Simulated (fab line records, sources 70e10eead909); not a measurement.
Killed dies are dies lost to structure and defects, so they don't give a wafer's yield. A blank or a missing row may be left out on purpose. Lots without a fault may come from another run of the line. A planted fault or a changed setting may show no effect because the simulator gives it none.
Which tool did it? | flow nand_harc | 11 lots, 33 wafers sampled, at 7 steps of a route of 1159

WHAT THE GAUGES READ, wafer by wafer
NHARC_A_BONDPAD_INSPECT_23. Usual: raw_defect_count 496, standard deviation 140.
lot  | measured     | on                | raw_defect_count | flag
L236 | day 18 18:05 | defect_inspect-01 | 301 358 289      |
L234 | day 18 19:45 | defect_inspect-02 | 481 432 481      |
L238 | day 19 07:19 | defect_inspect-01 | 713 382 444      |
L237 | day 19 08:32 | defect_inspect-01 | 371 469 359      |
L242 | day 20 18:00 | defect_inspect-02 | 341 308 325      |
L245 | day 20 18:47 | defect_inspect-01 | 484 520 410      |
L244 | day 20 19:42 | defect_inspect-01 | 561 634 544      |
L247 | day 21 09:02 | defect_inspect-02 | 518 601 316      |
L246 | day 21 15:43 | defect_inspect-01 | 573 660 699      |
L250 | day 22 11:41 | defect_inspect-02 | 564 448 457      |
L252 | day 22 18:19 | defect_inspect-01 | 454 703 604      |

NHARC_THIN_TSV_CD_MEAS_12: target cd 1000 nm. Usual: cd_nm 1000.5 nm, standard deviation 1.8.
lot  | measured     | on        | cd_nm (nm)           | flag
L236 | day 19 08:53 | cd_sem-03 | 1000.4 1002.7 1001.3 |
L234 | day 19 12:53 | cd_sem-02 | 998.1 1002.2 1001.5  |
L238 | day 19 20:17 | cd_sem-03 | 999.1 1002.5 1003.8  |
L237 | day 19 21:29 | cd_sem-02 | 1001.9 1001.0 1002.5 |
L242 | day 21 06:40 | cd_sem-03 | 999.6 997.1 1000.7   |
L245 | day 21 09:09 | cd_sem-02 | 997.3 1000.4 999.6   |
L244 | day 21 10:31 | cd_sem-03 | 1002.1 1001.7 999.4  |
L247 | day 21 22:56 | cd_sem-03 | 998.2 999.9 1000.1   |
L246 | day 22 04:29 | cd_sem-02 | 993.2 992.8 992.3    | OFF
L250 | day 22 21:50 | cd_sem-01 | 992.8 991.5 989.9    | OFF
L252 | day 23 05:55 | cd_sem-03 | 1004.5 1002.4 1005.7 |

NHARC_THIN_TSV_CD_MEAS_37. Usual: cd_nm 4999.3 nm, standard deviation 2.6.
lot  | measured     | on        | cd_nm (nm)           | flag
L236 | day 19 16:35 | cd_sem-01 | 4997.3 4999.2 4996.4 |
L234 | day 19 20:32 | cd_sem-02 | 5001.2 5000.2 5003.6 |
L238 | day 20 04:34 | cd_sem-02 | 5000.0 5000.7 5003.5 |
L237 | day 20 05:08 | cd_sem-01 | 5002.8 5001.4 5004.5 |
L242 | day 21 14:03 | cd_sem-01 | 5001.6 4996.2 5002.0 |
L245 | day 21 16:34 | cd_sem-01 | 4996.4 5000.4 5000.0 |
L244 | day 21 17:44 | cd_sem-02 | 5002.9 5001.6 5001.5 |
L247 | day 22 06:23 | cd_sem-03 | 4993.6 4999.3 4997.3 |
L246 | day 22 11:49 | cd_sem-02 | 4993.5 4989.6 4994.1 |
L250 | day 23 05:10 | cd_sem-03 | 4988.5 4989.6 4983.6 | OFF
L252 | day 23 13:38 | cd_sem-01 | 5003.2 4998.1 5002.8 |

NHARC_END_SORT_01. Usual: defect_limited_yield 95.1 %, standard deviation 1.3; killed_at_array 29, standard deviation 8.4; killed_at_other 0.7, standard deviation 1.2; killed_at_periphery 3.8, standard deviation 2.1; killed_dies 33, standard deviation 9; killed_open 3.4, standard deviation 2; killed_short 2.1, standard deviation 1.4; sort_bin_2_pct 1.5 %, standard deviation 0.56; sort_bin_3_pct 0.26 %, standard deviation 0.2; sort_bin_4_pct 3.1 %, standard deviation 0.91; sort_n_pass 644, standard deviation 9; sort_rim_yield_pct 96.2 %, standard deviation 2.2; sort_yield_pct 95.1 %, standard deviation 1.3.
lot  | measured     | on        | defect_limited_yield (%) | killed_at_array | killed_at_other | killed_at_periphery | killed_dies | killed_open | killed_short | sort_bin_2_pct (%) | sort_bin_3_pct (%) | sort_bin_4_pct (%) | sort_n_pass | sort_rim_yield_pct (%) | sort_yield_pct (%) | flag
L246 | day 23 07:25 | prober-01 | 94.2 93.8 94.7           | 31 37 29        | 3 2 0           | 5 3 7               | 39 42 36    | 10 5 4      | 3 2 5        | 1.5 2.1 1.5        | 0.30 0.44 0.59     | 4.0 3.7 3.2        | 638 635 641 | 94.3 98.1 97.2         | 94.2 93.8 94.7     |

WHICH TOOL RAN EACH LOT (tool, then ch and the chambers of the sampled wafers, then the start)
lot  | NHARC_THIN_TSV_CMP_01         | NHARC_THIN_TSV_EXPOSE_09          | NHARC_THIN_TSV_ETCHBACK_48
L236 | cmp-03 ch 0,1,3, day 19 07:40 | krf_scanner-01 ch 0, day 19 08:43 | rie_diel-02 ch 2,3, day 19 11:09
L234 | cmp-02 ch 1,3, day 19 11:44   | krf_scanner-01 ch 0, day 19 12:44 | rie_diel-05 ch 1,2,3, day 19 15:13
L238 | cmp-02 ch 0,2, day 19 18:59   | krf_scanner-02 ch 0, day 19 20:08 | rie_diel-05 ch 0,1,3, day 19 22:43
L237 | cmp-01 ch 1,2,3, day 19 20:14 | krf_scanner-01 ch 0, day 19 21:20 | rie_diel-02 ch 1,2,3, day 19 23:47
L242 | cmp-01 ch 1,2, day 21 05:21   | krf_scanner-04 ch 0, day 21 06:31 | rie_diel-13 ch 0,3, day 21 09:04
L245 | cmp-01 ch 1,2,3, day 21 08:01 | krf_scanner-04 ch 0, day 21 08:59 | rie_diel-02 ch 2,3, day 21 11:25
L244 | cmp-01 ch 0,1,3, day 21 09:10 | krf_scanner-02 ch 0, day 21 10:21 | rie_diel-13 ch 0,1,3, day 21 12:45
L247 | cmp-01 ch 1,2,3, day 21 21:40 | krf_scanner-04 ch 0, day 21 22:47 | rie_diel-13 ch 0,2,3, day 22 01:19
L246 | cmp-02 ch 1,2, day 22 03:17   | krf_scanner-04 ch 0, day 22 04:20 | rie_diel-05 ch 0,2,3, day 22 06:46
L250 | cmp-03 ch 0,3, day 22 20:30   | krf_scanner-04 ch 0, day 22 21:41 | rie_diel-13 ch 0,2,3, day 23 00:04
L252 | cmp-03 ch 2,3, day 23 04:43   | krf_scanner-01 ch 0, day 23 05:46 | rie_diel-02 ch 0,1, day 23 08:10
- NHARC_THIN_TSV_CMP_01: polishes.
- NHARC_THIN_TSV_EXPOSE_09: exposes mask TSV.
- NHARC_THIN_TSV_ETCHBACK_48: etches the open film in C4F8/Ar, target depth 1028.5 nm, time 405.17 s.

WHAT THE TOOLS THEMSELVES READ (means of the sampled wafers that have a number; where no wafer has one, the mark that the record gives instead)
NHARC_THIN_TSV_CMP_01. Usual: motor_current_A 11.8 A, standard deviation 1.2.
lot  | tool   | motor_current_A (A) | flag
L236 | cmp-03 | 12.2                |
L234 | cmp-02 | 12.2                |
L238 | cmp-02 | 11.4                |
L237 | cmp-01 | 12.0                |
L242 | cmp-01 | 11.8                |
L245 | cmp-01 | 12.3                |
L244 | cmp-01 | 11.9                |
L247 | cmp-01 | 12.1                |
L246 | cmp-02 | 12.3                |
L250 | cmp-03 | 11.5                |
L252 | cmp-03 | 10.9                |

NHARC_THIN_TSV_EXPOSE_09. Usual: exposure_dose_mJ_cm2 30.70, standard deviation 0.032.
lot  | tool           | exposure_dose_mJ_cm2 | flag
L236 | krf_scanner-01 | 30.75                |
L234 | krf_scanner-01 | 30.70                |
L238 | krf_scanner-02 | 30.74                |
L237 | krf_scanner-01 | 30.72                |
L242 | krf_scanner-04 | 30.72                |
L245 | krf_scanner-04 | 30.74                |
L244 | krf_scanner-02 | 30.70                |
L247 | krf_scanner-04 | 30.69                |
L246 | krf_scanner-04 | 19.87                | OFF
L250 | krf_scanner-04 | 19.87                | OFF
L252 | krf_scanner-01 | 30.72                |

NHARC_THIN_TSV_ETCHBACK_48. Usual: oes_product_au 0.96 a.u., standard deviation 0.038; rf_vpp_V 548 V, standard deviation 3.3.
lot  | tool        | oes_product_au (a.u.) | rf_vpp_V (V) | flag
L236 | rie_diel-02 | 0.92                  | 548          |
L234 | rie_diel-05 | 0.92                  | 548          |
L238 | rie_diel-05 | 0.98                  | 547          |
L237 | rie_diel-02 | 0.93                  | 549          |
L242 | rie_diel-13 | 0.92                  | 543          |
L245 | rie_diel-02 | 1.01                  | 547          |
L244 | rie_diel-13 | 0.93                  | 544          |
L247 | rie_diel-13 | 0.99                  | 544          |
L246 | rie_diel-05 | 0.91                  | 546          |
L250 | rie_diel-13 | 1.00                  | 545          |
L252 | rie_diel-02 | 0.99                  | 549          |

THE ANSWER, worked out from the rows above alone
Rule: a lot is off if the mean of its wafers that have a number lies more than 3 standard deviations from the usual mean. A lot without any number at a reading at which 4 lots or more have one is off too. The other lots that the step has rows for count as sound. The gauges are gone through in route order, then the tools' own readings, and for those a lot's mean is taken as printed above. The first step at which some lot is off is used, and at that step the reading that is off furthest; a lot without a number counts as furthest.
Off: L246, L250, at NHARC_THIN_TSV_CD_MEAS_12 (cd_nm).
A tool fits if, at a process step before that reading, it ran every lot that is off, and no sound lot after the first of them. The gauges at NHARC_THIN_TSV_CD_MEAS_12 aren't tried: what is off there is off at NHARC_THIN_TSV_EXPOSE_09 too, on other tools, and a gauge's error can't cause that. One fits: krf_scanner-04 at NHARC_THIN_TSV_EXPOSE_09. Its last sound lot is L247 (day 21 22:47), its first lot that is off L246 (day 22 04:20): a fault that began between those two fits.
The tool's own readings at NHARC_THIN_TSV_EXPOSE_09 bear it out: on the lots that are off they differ by more than 5 times the standard deviation of the sound lots' means. exposure_dose_mJ_cm2 reads 19.87 there against 30.72 on the sound lots.

WHAT THE SIMULATOR HAD PUT IN
Process parameter drift: krf_scanner-04, from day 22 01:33 on, at NHARC_THIN_TSV_EXPOSE_09. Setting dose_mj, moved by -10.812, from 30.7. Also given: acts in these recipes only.
Lots struck among those shown: L246, L250. The rule above found the same.
